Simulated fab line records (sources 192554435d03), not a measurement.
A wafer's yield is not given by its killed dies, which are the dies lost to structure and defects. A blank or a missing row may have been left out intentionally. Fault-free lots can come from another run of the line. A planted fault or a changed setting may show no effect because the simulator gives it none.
Matching of chambers || flow n5Finfet || N5_FIN_SAQP_ALD_61 on aldSin-01 has 4 sister chambers
The step deposits SiO2, target thk 4 nm, pulse time 1 s, purge time 2 s. 20 wafers are shown with their chamber, then 10 later ones without.

EACH WAFER AND ITS CHAMBER
{"wafer": "L074.1", "chamber": 1, "heaterPowerW (W)": 465, "precursorPulseHeightRel": 1.000}
{"wafer": "L074.3", "chamber": 3, "heaterPowerW (W)": 449, "precursorPulseHeightRel": 0.983}
{"wafer": "L074.5", "chamber": 0, "heaterPowerW (W)": 500, "precursorPulseHeightRel": 1.030}
{"wafer": "L080.1", "chamber": 2, "heaterPowerW (W)": 443, "precursorPulseHeightRel": 0.970}
{"wafer": "L080.2", "chamber": 1, "heaterPowerW (W)": 453, "precursorPulseHeightRel": 1.019}
{"wafer": "L080.3", "chamber": 0, "heaterPowerW (W)": 502, "precursorPulseHeightRel": 1.009}
{"wafer": "L081.3", "chamber": 3, "heaterPowerW (W)": 434, "precursorPulseHeightRel": 1.008}
{"wafer": "L081.5", "chamber": 0, "heaterPowerW (W)": 509, "precursorPulseHeightRel": 0.997}
{"wafer": "L081.6", "chamber": 1, "heaterPowerW (W)": 453, "precursorPulseHeightRel": 0.985}
{"wafer": "L082.2", "chamber": 3, "heaterPowerW (W)": 435, "precursorPulseHeightRel": 0.985}
{"wafer": "L082.4", "chamber": 2, "heaterPowerW (W)": 448, "precursorPulseHeightRel": 0.961}
{"wafer": "L082.6", "chamber": 3, "heaterPowerW (W)": 432, "precursorPulseHeightRel": 0.968}
{"wafer": "L084.1", "chamber": 2, "heaterPowerW (W)": 443, "precursorPulseHeightRel": 1.009}
{"wafer": "L084.2", "chamber": 0, "heaterPowerW (W)": 485, "precursorPulseHeightRel": 1.032}
{"wafer": "L084.4", "chamber": 1, "heaterPowerW (W)": 449, "precursorPulseHeightRel": 1.024}
{"wafer": "L087.1", "chamber": 3, "heaterPowerW (W)": 440, "precursorPulseHeightRel": 0.985}
{"wafer": "L087.3", "chamber": 0, "heaterPowerW (W)": 491, "precursorPulseHeightRel": 1.017}
{"wafer": "L087.5", "chamber": 2, "heaterPowerW (W)": 453, "precursorPulseHeightRel": 0.982}
{"wafer": "L090.3", "chamber": 1, "heaterPowerW (W)": 452, "precursorPulseHeightRel": 0.981}
{"wafer": "L090.4", "chamber": 3, "heaterPowerW (W)": 447, "precursorPulseHeightRel": 0.956}

SIGNATURES (means of the wafers above)
{"reading": "heaterPowerW", "chamber 0": 497.40, "chamber 1": 454.40, "chamber 2": 446.75, "chamber 3": 439.50, "scatter within a chamber": 7.21}
{"reading": "precursorPulseHeightRel", "chamber 0": 1.01700, "chamber 1": 1.00180, "chamber 2": 0.98050, "chamber 3": 0.98083, "scatter within a chamber": 0.0181}
Rule: distance of a wafer from a chamber = root of the sum over the readings of ((wafer's reading minus chamber's mean) / reading's scatter) squared. If the next closest chamber is less than 2 further off than the closest, the wafer can't be placed; otherwise it belongs to the closest. The scatter is the square root of a quotient: the sum, over the shown wafers, of each reading's squared deviation from its chamber's mean, divided by wafers minus chambers.

WAFERS MISSING THEIR CHAMBER
{"wafer": "L090.5", "heaterPowerW (W)": 447, "precursorPulseHeightRel": 1.031}
{"wafer": "L092.1", "heaterPowerW (W)": 452, "precursorPulseHeightRel": 1.012}
{"wafer": "L092.2", "heaterPowerW (W)": 463, "precursorPulseHeightRel": 0.995}
{"wafer": "L092.3", "heaterPowerW (W)": 445, "precursorPulseHeightRel": 0.982}
{"wafer": "L093.2", "heaterPowerW (W)": 455, "precursorPulseHeightRel": 1.018}
{"wafer": "L093.4", "heaterPowerW (W)": 447, "precursorPulseHeightRel": 1.029}
{"wafer": "L093.6", "heaterPowerW (W)": 443, "precursorPulseHeightRel": 1.030}
{"wafer": "L097.3", "heaterPowerW (W)": 440, "precursorPulseHeightRel": 0.980}
{"wafer": "L097.5", "heaterPowerW (W)": 462, "precursorPulseHeightRel": 0.999}
{"wafer": "L097.6", "heaterPowerW (W)": 443, "precursorPulseHeightRel": 1.015}

WHICH CHAMBER EACH WENT THROUGH
{"wafer": "L090.5", "from the rows above": "can't be placed: 1 or 2 or 3", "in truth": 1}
{"wafer": "L092.1", "from the rows above": "can't be placed: 1 or 2 or 3", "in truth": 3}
{"wafer": "L092.2", "from the rows above": "can't be placed: 1 or 2", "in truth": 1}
{"wafer": "L092.3", "from the rows above": "can't be placed: 2 or 3 or 1", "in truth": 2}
{"wafer": "L093.2", "from the rows above": "can't be placed: 1 or 2", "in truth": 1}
{"wafer": "L093.4", "from the rows above": "can't be placed: 1 or 2 or 3", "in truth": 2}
{"wafer": "L093.6", "from the rows above": "can't be placed: 1 or 3 or 2", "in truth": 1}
{"wafer": "L097.3", "from the rows above": "can't be placed: 3 or 2", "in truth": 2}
{"wafer": "L097.5", "from the rows above": "can't be placed: 1 or 2", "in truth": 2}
{"wafer": "L097.6", "from the rows above": "can't be placed: 1 or 3 or 2", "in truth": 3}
0 of 10 placed correctly. Cannot be placed on the basis of these rows: 10; the candidates contain the true chamber in 10. Placed wrongly: 0.
